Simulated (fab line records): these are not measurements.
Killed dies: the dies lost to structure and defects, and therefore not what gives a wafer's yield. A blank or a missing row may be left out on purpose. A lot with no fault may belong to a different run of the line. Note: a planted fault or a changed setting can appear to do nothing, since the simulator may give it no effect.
fab line records + flow n5-finfet
record:
- lots: 3
- wafers: 9
- last-day: 18
route steps=1938 shown BEOL_M4@1059 PASSIVATION@1936
lots untouched by any fault: they come from a run of this same line in which no faults occurred
start-h: hours from the record's opening day to when the first of the lot's shown wafers began + wait-h: hours from the lot's prior step to this one + " same as the row above + L1.1+2: several wafers, shown together as one row + - no value, or no start given + * or withheld: withheld + < > ~ a bound
route shown NAME@n: NAME is a module with steps in the file, n the number in the route of the first one + usual: average and standard deviation across the fault-free wafers + same: alike in all rows + chamber/n: place in a boat + sites: readings site by site + _std_site: their standard deviation + _edge_site: inner sites' mean taken away from outer sites' mean + radius-mm: how far each site lies from the wafer's centre + mask NAME#n: copy n + behind: tool/chamber where the wafer was last shaped + hold: why the lot was held/for how many hours/how that ended + device: the transistor (n, p or np) that didn't switch + end of line: the route-end tests of the same wafers + a step without rows: its recipe alone + killed: not the wafer's yield, but the dies lost to structure and defects at the first sort + map: the dies of a wafer, with x for killed, . for not killed, _ for no die there
set.NAME: the run value of the setting; set.NAME@STEP: its run value at that earlier step + model.NAME: the simulator's own value behind a step, which no gauge read
lots at some steps of the route; a table a step, a row a wafer
services: a tool's chamber out of use, with start hour (start-h, from the record's first day; less than 0 if before it), hours out, and reason
== steps ==
step: N5_BEOL_M4_DESCUM_33
recipe:
- chemistry: O2
- time-s: 7
- source-power-w: 50
- bias-power-w: 20
- pressure-mtorr: 20
- rf-frequency-hz: 2.712e+07
- temp-c: 40
- resist: CAR-EUV
- o2-flow-sccm: 225
step: N5_BEOL_M4_ETCH_77
recipe:
- chemistry: N2/H2
- target: underlayer
- target-depth-a: 65
- mask-material: CAR-EUV
- time-s: 5.2
- ion-energy-ev: 200
- pressure-mtorr: 30
- source-w: 840
- bias-w: 150
- n2-flow-sccm: 200
- h2-flow-sccm: 200
- ends: cleared
step: N5_BEOL_M4_ETCH_69
recipe:
- chemistry: CF4
- target: SiARC
- target-depth-a: 156
- mask-material: CAR-EUV
- time-s: 26
- ion-energy-ev: 80
- pressure-mtorr: 40
- source-w: 545
- bias-w: 36
- Ar_flow_sccm: 100
- cf4-flow-sccm: 100
- ends: cleared
step: N5_BEOL_M4_ALD_98
recipe:
- material: SiO2
- target-thk-a: 25
- temp-c: 100
- ald-precursor-family: BDEAS
- ald-co-reactant: O2-plasma
- pulse-time-s: 1
- co-reactant-pulse-time-s: 1
- purge-time-s: 2
- co-reactant-purge-time-s: 2
- ald-cycles: 17
- pressure-torr: 2
step: N5_BEOL_M4_ETCHBACK_99
recipe:
- chemistry: CHF3
- target: SiO2
- target-depth-a: 50
- time-s: 10.4
- source-w: 215
- bias-w: 47
- Ar_flow_sccm: 200
- CHF3_flow_sccm: 12
- ion-energy-ev: 100
- pressure-mtorr: 30
step: N5_BEOL_M4_ETCH_70
recipe:
- chemistry: N2/H2
- target: SOC
- target-depth-a: 800
- overetch-a: 240
- mask-material: SiARC
- temp-c: 40
- time-s: 130
- ion-energy-ev: 200
- pressure-mtorr: 30
- source-w: 840
- bias-w: 150
- n2-flow-sccm: 200
- h2-flow-sccm: 200
step: N5_BEOL_M4_STRIP_71
recipe:
- chemistry: N2/H2
- temp-c: 40
- n2-flow-sccm: 200
- h2-flow-sccm: 200
- rf-frequency-hz: 6e+07
step: N5_BEOL_M4_STRIP_78
recipe:
- chemistry: N2/H2
- temp-c: 40
- n2-flow-sccm: 200
- h2-flow-sccm: 200
- rf-frequency-hz: 6e+07
step: N5_BEOL_M4_VIA_ETCH_34
recipe:
- chemistry: C4F6/O2
- target-depth-a: 694
- mask-material: SOC
- pressure-mtorr: 15
- ion-energy-ev: 250
- taper-deg: 4
- time-s: 65.9
- source-w: 350
- bias-w: 170
- Ar_flow_sccm: 300
- C4F6_flow_sccm: 10
- O2_flow_sccm: 10
step: N5_BEOL_M4_STRIP_83
recipe:
- chemistry: C4F6/O2
- resist: SiARC
- rf-frequency-hz: 6e+07
step: N5_BEOL_M4_STRIP_36
recipe:
- chemistry: N2/H2
- power-w: 450
- temp-c: 40
- pressure-mtorr: 20
- rf-frequency-hz: 6e+07
- overash-fraction: 0.3
- bias-power-w: 7
- h2-frac: 0.5
- n2-flow-sccm: 200
- h2-flow-sccm: 200
step: N5_BEOL_M4_TRENCH_ETCH_37
recipe:
- chemistry: C4F6/O2
- target-depth-a: 555.55
- target: SiOC
- time-s: 29.2
- ion-energy-ev: 250
- pressure-mtorr: 30
- source-w: 355
- bias-w: 185
- Ar_flow_sccm: 300
- C4F6_flow_sccm: 10
- O2_flow_sccm: 10
usual:
- drypump-motor-current-A: 5.7/0.56
- mfc-ar-sccm: 300.1/0.9
- oes_ar_750_au: 0.81/0.078
- oes_o_777_au: 0.81/0.086
- oes-product-au: 0.81/0.083
- rf-vpp-V: 660/11
- showerhead-plenum-p-Torr: 2.78/0.076
- throttle-valve-pct: 20.89/0.24
| lot.wafer | tool        | chamber | start-h | wait-h | drypump-motor-current-A | mfc-ar-sccm | oes_ar_750_au | oes_o_777_au | oes-product-au | rf-hours-counter-h | rf-vpp-V | showerhead-plenum-p-Torr | throttle-valve-pct | model.etch.depth-nm | model.BEOL_M4.feature-depth-nm | model.TiN_of_BEOL_M4_HM_DEP_02.thk-nm |
|-----------|-------------|---------|---------|--------|-------------------------|-------------|---------------|--------------|----------------|--------------------|----------|--------------------------|--------------------|---------------------|--------------------------------|---------------------------------------|
| L251.1    | rie-diel-04 | 2       | 200.15  | -      | 5.9                     | 301.3       | 0.70          | 0.72         | 0.69           | 235                | 650      | 2.82                     | 21.14              | 55.23               | 55.2                           | 17.6                                  |
| L251.3    | "           | 0       | "       | "      | 5.5                     | 300.3       | 0.73          | 0.72         | 0.74           | 146                | 661      | 2.73                     | 20.82              | 55.05               | 55                             | 18                                    |
| L251.6    | "           | 3       | "       | "      | 5.7                     | 299.6       | 0.83          | 0.85         | 0.85           | -                  | 658      | 2.79                     | 21.15              | 56.5                | 56.4                           | 17.6                                  |
| L252.4    | rie-diel-06 | 0       | 203.38  | -      | 5.2                     | 301.1       | 0.82          | 0.80         | 0.82           | 71                 | 671      | 2.79                     | 20.96              | 54.82               | 54.8                           | 17.8                                  |
| L252.5    | "           | 2       | "       | "      | 5.4                     | 301.5       | 0.70          | 0.70         | 0.70           | -                  | 651      | 2.71                     | 21.12              | 54.25               | 54.2                           | 17.8                                  |
| L252.6    | "           | 1       | "       | "      | 4.9                     | 300.2       | 0.80          | 0.78         | 0.82           | -                  | 671      | 2.75                     | 20.88              | 56.18               | 56.2                           | 17.8                                  |
| L267.1    | rie-diel-04 | 3       | 297.85  | -      | 5.7                     | 299.3       | 0.80          | 0.82         | 0.96           | 110                | 656      | 2.77                     | 21.23              | 73.81               | 73.8                           | 16.6                                  |
| L267.3    | "           | 2       | "       | "      | 5.8                     | 300.3       | 0.94          | 0.94         | 1.12           | 11                 | 649      | 2.81                     | 20.82              | 74.84               | 74.8                           | 16.6                                  |
| L267.5    | "           | 2       | "       | "      | 5.9                     | 301.2       | 0.93          | 0.94         | 0.92           | -                  | 646      | 2.81                     | 20.78              | 56.58               | 56.6                           | 17.6                                  |
step: N5_BEOL_M4_ETCH_41
recipe:
- chemistry: CH3F/O2
- target: SiCN
- target-depth-a: 299
- taper-deg: 2
- time-s: 52.5
- ion-energy-ev: 120
- mask-material: TiN
- pressure-mtorr: 30
- source-w: 395
- bias-w: 75
- Ar_flow_sccm: 150
- CH3F_flow_sccm: 30
- O2_flow_sccm: 20
step: N5_BEOL_M4_STRIP_97
recipe:
- chemistry: N2/H2
- time-s: 10
- power-w: 450
- temp-c: 40
- pressure-mtorr: 20
- rf-frequency-hz: 6e+07
- bias-power-w: 7
- n2-flow-sccm: 200
- h2-flow-sccm: 200
step: N5_BEOL_M4_OCD_MEAS_38
usual:
- trench-depth-nm: 55.6/1.2
| lot.wafer | tool   | chamber | start-h | wait-h | trench-depth-nm |
|-----------|--------|---------|---------|--------|-----------------|
| L251.1    | ocd-01 | -       | 200.30  | -      | 55.4            |
| L251.3    | "      | -       | "       | "      | 54.9            |
| L251.6    | "      | -       | "       | "      | 56.5            |
| L252.4    | ocd-01 | -       | 203.53  | -      | 54.9            |
| L252.5    | "      | -       | "       | "      | 54.5            |
| L252.6    | "      | -       | "       | "      | 56.5            |
| L267.1    | ocd-01 | -       | 298.00  | -      | 73.5            |
| L267.3    | "      | -       | "       | "      | 74.6            |
| L267.5    | "      | -       | "       | "      | 55.7            |
step: N5_BEOL_M4_HM_STRIP_39
recipe:
- chemistry: peroxide-tin-strip
- material: TiN
- target-depth-a: 250
- temp-c: 50
- time-s: 158
step: N5_BEOL_M4_SRD_40
recipe:
- time-s: 30
- temp-c: 23
- rinse-liquid: diw
- dry: ipa-marangoni
step: N5_BEOL_M4_PRECLEAN_42
recipe:
- chemistry: residue-remover
- time-s: 60
- temp-c: 40
step: N5_BEOL_M4_SRD_43
recipe:
- time-s: 30
- temp-c: 23
- rinse-liquid: diw
- dry: ipa-marangoni
step: N5_BEOL_M4_DEGAS_44
recipe:
- ambient: vacuum
- temp-c: 250
- time-s: 60
step: N5_BEOL_M4_PRE_CLEAN_45
recipe:
- gas: H2/He
- time-s: 30
- temp-c: 250
step: N5_BEOL_M4_ALD_84
recipe:
- material: TaN
- target-thk-a: *
- temp-c: 275
- ald-precursor-family: PDMAT
- ald-co-reactant: NH3
- pressure-torr: 3
- carrier-flow-sccm: 1500
- pulse-time-s: 2
- purge-time-s: 3
- co-reactant-purge-time-s: 2
- co-reactant-pulse-time-s: 3
- ald-cycles: 30
- precursor-vessel-temp-c: 75
- precursor-vessel-pressure-torr: 26.25
- precursor-vessel-carrier-sccm: 1000
step: N5_BEOL_M4_SURFACE_TREAT_85
recipe:
- gas: Ar
- time-s: *
- ion-energy-ev: *
- ion-current-ma-cm2: 0.5
- pressure-mtorr: *
- ar-flow-sccm: 30
step: N5_BEOL_M4_CVD_47
recipe:
- material: Co
- target-thk-a: 30
- temp-c: withheld
- precursor: CCTBA/H2
- pressure-torr: 30
- time-s: 223.8
step: N5_BEOL_M4_SPUTTER_48
recipe:
- material: Cu
- target-thk-a: 45
- temp-c: -20
- chamber-pressure-pa: 0.07
- power-w: withheld
- time-s: 8.29
step: N5_BEOL_M4_ANNEAL_49
recipe:
- temp-c: 400
- time-s: 240
- ambient: vacuum
step: N5_BEOL_M4_SPUTTER_79
recipe:
- material: Cu
- target-thk-a: 45
- temp-c: -20
- chamber-pressure-pa: 0.07
- power-w: withheld
- time-s: 8.29
step: N5_BEOL_M4_ANNEAL_80
recipe:
- temp-c: 400
- time-s: 240
- ambient: vacuum
step: N5_BEOL_M4_SPUTTER_81
recipe:
- material: Cu
- target-thk-a: 45
- temp-c: -20
- chamber-pressure-pa: 0.07
- power-w: withheld
- time-s: 8.29
step: N5_BEOL_M4_ANNEAL_82
recipe:
- temp-c: 400
- time-s: 240
- ambient: vacuum
step: N5_BEOL_M4_SPUTTER_86
recipe:
- material: Cu
- target-thk-a: 45
- temp-c: -20
- chamber-pressure-pa: 0.07
- power-w: withheld
- time-s: 8.29
step: N5_BEOL_M4_ANNEAL_87
recipe:
- temp-c: 400
- time-s: 240
- ambient: vacuum
step: N5_BEOL_M4_SPUTTER_88
recipe:
- material: Cu
- target-thk-a: 45
- temp-c: -20
- chamber-pressure-pa: 0.07
- power-w: withheld
- time-s: 8.29
step: N5_BEOL_M4_ANNEAL_89
recipe:
- temp-c: 400
- time-s: 240
- ambient: vacuum
step: N5_BEOL_M4_SPUTTER_90
recipe:
- material: Cu
- target-thk-a: 45
- temp-c: -20
- chamber-pressure-pa: 0.07
- power-w: withheld
- time-s: 8.29
step: N5_BEOL_M4_ANNEAL_91
recipe:
- temp-c: 400
- time-s: 240
- ambient: vacuum
step: N5_BEOL_M4_SPUTTER_92
recipe:
- material: Cu
- target-thk-a: 45
- temp-c: -20
- chamber-pressure-pa: 0.07
- power-w: withheld
- time-s: 8.29
step: N5_BEOL_M4_ANNEAL_93
recipe:
- temp-c: 400
- time-s: 240
- ambient: vacuum
step: N5_BEOL_M4_SPUTTER_94
recipe:
- material: Cu
- target-thk-a: 45
- temp-c: -20
- chamber-pressure-pa: 0.07
- power-w: withheld
- time-s: 8.29
step: N5_BEOL_M4_ANNEAL_95
recipe:
- temp-c: 400
- time-s: 240
- ambient: vacuum
step: N5_BEOL_M4_CMP_52
recipe:
- stop-on: SiOC
- t-overpolish-s: 6.8
- down-force-psi: 1
- platen-rpm: 50
- clearing-platen-down-force-psi: 1.5
- clearing-platen-rpm: 50
- post-cmp-clean: cu-alkaline
- target-thk-nm: 40
- clearing-platen-pad-velocity-m-s: 0.99484
- pad-velocity-m-s: 0.99484
usual:
- barrier-field-endpoint-s: 24.4/0.68
- motor-current-A: 5.8/0.72
- overpolish-run-s: 6.800/0.0086
- platen-rpm: 50.00/0.036
- retaining-ring-pressure-frac: 1.001/0.0055
- time-to-endpoint-s: 61.1/3
same:
- t-overpolish-s: 6.8
| lot.wafer | tool   | chamber | start-h | wait-h | barrier-field-endpoint-s | motor-current-A | overpolish-run-s | platen-rpm | retaining-ring-pressure-frac | time-to-endpoint-s | model.Cu_of_BEOL_M4_ECD_50.thk-nm |
|-----------|--------|---------|---------|--------|--------------------------|-----------------|------------------|------------|------------------------------|--------------------|-----------------------------------|
| L251.1    | cmp-04 | 3       | 203.71  | 0.3    | 25.3                     | 4.8             | 6.804            | 50.01      | 1.001                        | 65.5               | 39.8                              |
| L251.3    | "      | 2       | "       | "      | 25.4                     | 6.8             | 6.808            | 50.00      | 1.008                        | 66.4               | 39.2                              |
| L251.6    | "      | 0       | "       | "      | 25.6                     | 5.1             | 6.790            | 49.95      | 1.005                        | 64.7               | 42                                |
| L252.4    | cmp-02 | 2       | 208.57  | 0.2    | 23.6                     | 6.1             | 6.805            | 50.00      | 1.011                        | 59.0               | 36.4                              |
| L252.6    | "      | 3       | "       | "      | 24.0                     | 5.8             | 6.814            | 50.01      | 1.002                        | 58.4               | 39                                |
| L252.5    | "      | 0       | "       | "      | 23.9                     | 5.2             | 6.799            | 50.02      | 1.006                        | 59.0               | 37.2                              |
| L267.1    | cmp-04 | 2       | 302.64  | 0.3    | 24.0                     | 6.3             | 6.789            | 50.07      | 1.000                        | 60.5               | 59                                |
| L267.3    | "      | 3       | "       | "      | 23.5                     | 4.9             | 6.801            | 50.02      | 0.995                        | 60.7               | 60                                |
| L267.5    | "      | 2       | "       | "      | 23.9                     | 6.4             | 6.781            | 50.04      | 0.999                        | 62.8               | 41.4                              |
step: N5_BEOL_M4_THK_MEAS_53
recipe:
- thk-meas-gauge: xrf
- reads: Cu_of_BEOL_M4_ECD_50
usual:
- M4_THK: 39.4/1.7
| lot.wafer | tool          | chamber | start-h | wait-h | M4_THK[nm] |
|-----------|---------------|---------|---------|--------|------------|
| L251.1    | film-metro-02 | -       | 204.00  | -      | 39.9       |
| L251.3    | "             | -       | "       | "      | 39.2       |
| L251.6    | "             | -       | "       | "      | 41.9       |
| L252.4    | film-metro-02 | -       | 208.76  | -      | 36.4       |
| L252.5    | "             | -       | "       | "      | 37.1       |
| L252.6    | "             | -       | "       | "      | 39.0       |
| L267.1    | film-metro-02 | -       | 302.93  | -      | 58.4       |
| L267.3    | "             | -       | "       | "      | 59.4       |
| L267.5    | "             | -       | "       | "      | 41.2       |
step: N5_BEOL_M4_RS_MEAS_58
recipe:
- thk-meas-gauge: four-point-probe
- reads: Co_of_BEOL_M4_CO_CAP_55+Cu_of_BEOL_M4_ECD_50+Co_of_BEOL_M4_CVD_47+TaN_of_BEOL_M4_ALD_84
usual:
- M4_RS: 0.68/0.037
| lot.wafer | tool          | chamber | start-h | wait-h | M4_RS[ohm/sq] |
|-----------|---------------|---------|---------|--------|---------------|
| L251.1    | film-metro-02 | -       | 204.29  | 0.1    | 0.67          |
| L251.3    | "             | -       | "       | "      | 0.69          |
| L251.6    | "             | -       | "       | "      | 0.63          |
| L252.4    | film-metro-02 | -       | 209.02  | 0.0    | 0.76          |
| L252.5    | "             | -       | "       | "      | 0.74          |
| L252.6    | "             | -       | "       | "      | 0.69          |
| L267.1    | film-metro-01 | -       | 303.23  | 0.1    | 0.41          |
| L267.3    | "             | -       | "       | "      | 0.40          |
| L267.5    | "             | -       | "       | "      | 0.64          |
step: N5_BEOL_M4_RC_MEAS_101
usual:
- DIBL_N: 36.0/1.6
- DIBL_P: 36.1/2
- IOFF_N: 0.160/0.029
- IOFF_P: 0.21/0.039
- ION_N: 675/13
- ION_P: 464/8.8
- SERP_M4: 197/17
- SERP_M4_max_site: 211/19
- SS_N: 71.5/0.58
- SS_P: 73.3/0.65
- VT_N: 250/3.3
- VT_P: -249/3.6
| lot.wafer | tool      | chamber | start-h | wait-h | DIBL_N[mV/V] | DIBL_P[mV/V] | IOFF_N[nA/um] | IOFF_P[nA/um] | ION_N[uA/um] | ION_P[uA/um] | SERP_M4[ohm/um] | SERP_M4_max_site[ohm/um] | SS_N[mV/dec] | SS_P[mV/dec] | VT_N[mV] | VT_P[mV] |
|-----------|-----------|---------|---------|--------|--------------|--------------|---------------|---------------|--------------|--------------|-----------------|--------------------------|--------------|--------------|----------|----------|
| L251.1    | prober-01 | 0       | 204.34  | 0.0    | 35.6         | 35.6         | 0.160         | 0.19          | 655          | 449          | 208             | 229                      | 71.4         | 73.5         | 252      | -252     |
| L251.3    | "         | 0       | "       | "      | 35.5         | 37.7         | 0.152         | 0.21          | 669          | 455          | 206             | 211                      | 71.2         | 74.0         | 254      | -251     |
| L251.6    | "         | 0       | "       | "      | 37.6         | 38.3         | 0.188         | 0.23          | 671          | 457          | 189             | 205                      | 71.9         | 74.1         | 249      | -249     |
| L252.4    | prober-02 | 0       | 209.53  | 0.5    | 35.7         | 34.8         | 0.139         | 0.21          | 668          | 468          | 240             | 271                      | 70.9         | 73.4         | 249      | -247     |
| L252.5    | "         | 0       | "       | "      | 38.5         | 38.5         | 0.197         | 0.28          | 674          | 467          | 230             | 242                      | 72.1         | 74.0         | 248      | -245     |
| L252.6    | "         | 0       | "       | "      | 37.4         | 36.2         | 0.165         | 0.24          | 668          | 463          | 228             | 246                      | 71.9         | 73.6         | 249      | -244     |
| L267.1    | prober-02 | 0       | 303.28  | 0.0    | 34.6         | 34.1         | 0.130         | 0.18          | 657          | 452          | 122             | 126                      | 71.7         | 72.8         | 254      | -251     |
| L267.3    | "         | 0       | "       | "      | 36.9         | 38.1         | 0.192         | 0.26          | 674          | 464          | 109             | 115                      | 71.4         | 73.9         | 248      | -246     |
| L267.5    | "         | 0       | "       | "      | 33.7         | 33.0         | 0.120         | 0.17          | 660          | 454          | 169             | 176                      | 71.5         | 72.7         | 255      | -252     |
sites SERP_M4 radius-mm=0,75,75,75,75,140,140,140,140
L251.1 208 220 220 229 209 207 205 204 204
L252.4 218 228 234 240 228 246 271 255 263
L267.1 126 124 125 123 119 112 122 112 120
step: N5_PASSIVATION_PROBE_49
usual:
- defect-limited-yield: 91.0/1.3
- killed_at_M0_to_M3: 36/9.5
- killed_at_M4_up: 14/5.6
- killed-at-contacts: 12/6.4
- killed-at-front-end: 40/10
- killed-at-other: 3.2/3
- killed-dies: 107/15
- killed-open: 69/12
- killed-short: 35/7.7
- sort_bin_5_function: 5.3/0.91
- sort_bin_6_memory: 3.3/0.65
- sort_bin_8_speed: 0.00/0.012
- sort-n-pass: 1073/15
- sort-yield-pct: 91.0/1.3
same:
- gross-dies: 1180
- killed-at-back-side: 0
- sort_bin_4_leakage[%]: 0
| lot.wafer | tool      | chamber | start-h | wait-h | defect-limited-yield[%] | killed_at_M0_to_M3 | killed_at_M4_up | killed-at-contacts | killed-at-front-end | killed-at-other | killed-dies | killed-open | killed-short | sort_bin_5_function[%] | sort_bin_6_memory[%] | sort_bin_8_speed[%] | sort-n-pass | sort-yield-pct[%] |
|-----------|-----------|---------|---------|--------|-------------------------|--------------------|-----------------|--------------------|---------------------|-----------------|-------------|-------------|--------------|------------------------|----------------------|---------------------|-------------|-------------------|
| L251.1    | prober-01 | -       | 303.32  | 0.0    | 89.6                    | 28                 | 26              | 22                 | 43                  | 4               | 123         | 90          | 31           | 5.7                    | 4.2                  | 0.08                | 1057        | 89.6              |
| L251.3    | prober-01 | -       | 303.42  | 0.1    | 90.7                    | 25                 | 12              | 17                 | 54                  | 2               | 110         | 81          | 28           | 4.7                    | 4.5                  | 0                   | 1070        | 90.7              |
| L251.6    | prober-01 | -       | 303.57  | 0.3    | 89.6                    | 35                 | 20              | 28                 | 34                  | 6               | 123         | 77          | 45           | 6.2                    | 3.6                  | 0                   | 1057        | 89.6              |
| L252.4    | prober-01 | -       | 309.44  | 0.2    | 92.0                    | 16                 | 14              | 8                  | 54                  | 2               | 94          | 58          | 27           | 3.9                    | 3.0                  | 0                   | 1086        | 92.0              |
| L252.5    | prober-01 | -       | 309.49  | 0.2    | 90.8                    | 41                 | 14              | 7                  | 42                  | 5               | 109         | 78          | 29           | 5.3                    | 3.3                  | 0                   | 1071        | 90.8              |
| L252.6    | prober-01 | -       | 309.54  | 0.3    | 90.8                    | 35                 | 12              | 11                 | 47                  | 4               | 109         | 60          | 49           | 5.3                    | 3.5                  | 0                   | 1071        | 90.8              |
| L267.1    | prober-01 | -       | 421.58  | 0.0    | 89.5                    | 37                 | 21              | 5                  | 60                  | 1               | 124         | 75          | 41           | 6.1                    | 3.6                  | 0                   | 1056        | 89.5              |
| L267.3    | prober-01 | -       | 421.68  | 0.1    | 90.2                    | 35                 | 9               | 14                 | 58                  | 0               | 116         | 69          | 47           | 5.3                    | 4.0                  | 0                   | 1064        | 90.2              |
| L267.5    | prober-01 | -       | 421.78  | 0.2    | 90.3                    | 46                 | 17              | 2                  | 49                  | 0               | 114         | 72          | 33           | 5.8                    | 3.1                  | 0                   | 1066        | 90.3              |
killed by level:class
L251.1 MOL_CONTACT_COAG:geometric-particle:open=19 FIN_SAQP:geometric-particle:open=17 BEOL_M4:geometric-particle:open=12 STI_FIN_REVEAL:geometric-particle:open=11 BEOL_M2:geometric-particle:open=9 BEOL_M3:geometric-particle:short=6 BEOL_M7:geometric-particle:open=5 FIN_SAQP:geometric-particle:short=4
L251.3 FIN_SAQP:geometric-particle:open=17 MOL_CONTACT_COAG:geometric-particle:open=12 BEOL_M2:geometric-particle:open=11 FIN_SAQP:geometric-particle:short=9 DUMMY_GATE:geometric-particle:open=8 BEOL_M0_SAQP:geometric-particle:open=8 STI_FIN_REVEAL:geometric-particle:open=6 BEOL_M4:geometric-particle:open=6
L251.6 MOL_CONTACT_COAG:geometric-particle:open=20 BEOL_M1:geometric-particle:open=9 BEOL_M0_SAQP:geometric-particle:short=8 MOL_CONTACT_COAG:geometric-particle:short=8 BEOL_M4:geometric-particle:open=8 STI_FIN_REVEAL:geometric-particle:open=7 ILD0:geometric-particle:open=6 BEOL_M2:geometric-particle:open=5
L252.4 FIN_SAQP:geometric-particle:open=11 HKMG_FIN:area-etch=9 FIN_SAQP:geometric-particle:short=7 BEOL_M4:geometric-particle:open=7 STI_FIN_REVEAL:geometric-particle:open=6 MOL_CONTACT_COAG:geometric-particle:open=6 DUMMY_GATE:geometric-particle:open=5 BEOL_M3:geometric-particle:open=5
L252.5 FIN_SAQP:geometric-particle:open=11 BEOL_M3:geometric-particle:open=10 BEOL_M0_SAQP:geometric-particle:short=9 BEOL_M1:geometric-particle:open=8 DUMMY_GATE:geometric-particle:open=6 MOL_CONTACT_COAG:geometric-particle:open=6 STI_FIN_REVEAL:geometric-particle:open=5 GATE_CUT:geometric-particle:short=5
L252.6 FIN_SAQP:geometric-particle:short=11 MOL_CONTACT_COAG:geometric-particle:open=9 FIN_SAQP:geometric-particle:open=8 BEOL_M0_SAQP:geometric-particle:short=8 BEOL_M3:geometric-particle:open=8 BEOL_M3:geometric-particle:short=8 BEOL_M0_SAQP:geometric-particle:open=7 BEOL_M4:geometric-particle:open=7
L267.1 FIN_SAQP:geometric-particle:open=14 FIN_SAQP:geometric-particle:short=12 BEOL_M0_SAQP:geometric-particle:short=12 BEOL_M0_SAQP:geometric-particle:open=10 STI_FIN_REVEAL:geometric-particle:open=9 DUMMY_GATE:geometric-particle:open=8 BEOL_M1:geometric-particle:open=6 BEOL_M4:geometric-particle:open=6
L267.3 FIN_SAQP:geometric-particle:short=11 FIN_SAQP:geometric-particle:open=10 STI_FIN_REVEAL:geometric-particle:open=10 MOL_CONTACT_COAG:geometric-particle:open=10 BEOL_M0_SAQP:geometric-particle:short=10 BEOL_M2:geometric-particle:open=9 ILD0:geometric-particle:open=5 BEOL_M4:geometric-particle:open=5
L267.5 BEOL_M0_SAQP:geometric-particle:short=13 BEOL_M0_SAQP:geometric-particle:open=12 DUMMY_GATE:geometric-particle:open=9 FIN_SAQP:geometric-particle:open=8 STI_FIN_REVEAL:geometric-particle:open=8 BEOL_M4:geometric-particle:open=7 BEOL_M0:geometric-particle:open=7 HKMG_FIN:area-etch=7
== services ==
| tool        | chamber | start-h | hours | kind                           |
|-------------|---------|---------|-------|--------------------------------|
| cmp-02      | -       | 199.17  | 2.7   | repair                         |
| cmp-04      | -       | 233.51  | 0.4   | repair                         |
| rie-diel-04 | 2       | 239.29  | -     | clean                          |
| rie-diel-04 | 2       | 239.29  | -     | consumable-replace:focus-ring  |
| rie-diel-04 | 2       | 239.29  | 25.0  | scheduled-down                 |
| rie-diel-04 | 2       | 239.29  | 25.0  | vent-cycle                     |
| cmp-04      | -       | 239.57  | 4.0   | pm                             |
| rie-diel-06 | 2       | 243.08  | 8.3   | repair                         |
| cmp-04      | -       | 243.57  | -     | consumable-replace:conditioner |
| cmp-04      | -       | 243.57  | -     | consumable-replace:pad         |
| cmp-02      | -       | 243.57  | 6.4   | pm                             |
| cmp-04      | -       | 265.77  | 0.9   | repair                         |
| rie-diel-06 | 2       | 268.31  | -     | clean                          |
| rie-diel-06 | 2       | 268.31  | -     | consumable-replace:focus-ring  |
| rie-diel-06 | 2       | 268.31  | -     | consumable-replace:showerhead  |
| rie-diel-06 | 2       | 268.31  | 28.1  | scheduled-down                 |
| rie-diel-06 | 2       | 268.31  | 28.1  | vent-cycle                     |
| cmp-02      | -       | 280.02  | 0.6   | repair                         |
| rie-diel-04 | 3       | 281.53  | 2.6   | repair                         |
== key ==
first-sign:
- step: N5_BEOL_M4_OCD_MEAS_38
- reading: trench-depth-nm
- direction: up
- sigmas: 15
- usual: 55.6
- struck: 74.1
effect:
- step: N5_BEOL_M4_THK_MEAS_53
- reading: M4_THK
- direction: up
- sigmas: 12
- usual: 39.4
- struck: 58.9
effect:
- step: N5_BEOL_M4_RS_MEAS_58
- reading: M4_RS
- direction: down
- sigmas: 7.5
- usual: 0.68
- struck: 0.41
effect:
- step: N5_BEOL_M4_RC_MEAS_101
- reading: SERP_M4
- direction: down
- sigmas: 4.9
- usual: 197
- struck: 116
effect:
- step: N5_BEOL_M4_RC_MEAS_101
- reading: SERP_M4_max_site
- direction: down
- sigmas: 4.7
- usual: 211
- struck: 121
model-effect:
- step: N5_BEOL_M4_TRENCH_ETCH_37
- value: etch.depth-nm
- without: 56.52
- struck: 74.32
model-effect:
- step: N5_BEOL_M4_CMP_52
- value: Cu_of_BEOL_M4_ECD_50.thk-nm
- without: 41.6
- struck: 59.5
met-at N5_BEOL_M4_TRENCH_ETCH_37
struck-wafers L267.1,L267.3
onset-between 200.15 297.85
fault:
- kind: process-parameter-drift
- tool: rie-diel-04
- chamber: -
- onset-h: 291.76
- steps: N5_BEOL_M4_TRENCH_ETCH_37
- channel: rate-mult
- offset: 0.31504
- shape: step
- end-h: 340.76
- scope: struck-wafers-only
